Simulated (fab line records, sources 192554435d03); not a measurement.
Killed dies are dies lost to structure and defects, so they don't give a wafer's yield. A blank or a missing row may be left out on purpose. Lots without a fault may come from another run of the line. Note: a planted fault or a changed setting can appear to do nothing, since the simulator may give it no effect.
Chamber matching    flow n5_finfet    4 sister chambers for N5_BEOL_M0_SAQP_DESCUM_19 on rie_diel-03
The step chemistry O2, time 7.9 s. 4 wafers are shown with their chamber, then 7 later ones without.

WAFERS PAIRED WITH THEIR CHAMBERS
wafer   chamber  showerhead_plenum_p_Torr (Torr)
L079.5  3        2.23
L086.6  1        2.06
L088.1  2        2.10
L088.4  0        2.10

WAFERS WITH NO CHAMBER GIVEN
wafer   showerhead_plenum_p_Torr (Torr)
L088.5  2.06
L090.3  2.06
L090.4  2.10
L090.6  2.22
L097.2  2.10
L097.3  2.10
L097.6  2.10

WHICH CHAMBER EACH ONE RAN IN
wafer   from the rows above      in truth
L088.5  1                        1
L090.3  1                        1
L090.4  can't be placed: 0 or 2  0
L090.6  3                        3
L097.2  can't be placed: 0 or 2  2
L097.3  can't be placed: 0 or 2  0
L097.6  can't be placed: 0 or 2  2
Correct placement for 3 of the 7. Not placeable from these rows: 4 (in 4, the candidates include the true chamber). 0 placed wrongly.
How it was worked out, from the rows above alone: a wafer's distance from a chamber is the root of the sum, over the readings, of the square of ((its reading less the chamber's mean) divided by the reading's scatter). If the next closest chamber is less than 2 further off than the closest, the wafer can't be placed; otherwise it belongs to the closest. A chamber's mean is the mean of its shown wafers. The scatter: with one shown wafer a chamber, the root of the mean of the squares of how far each hidden wafer lies from its nearest shown one.
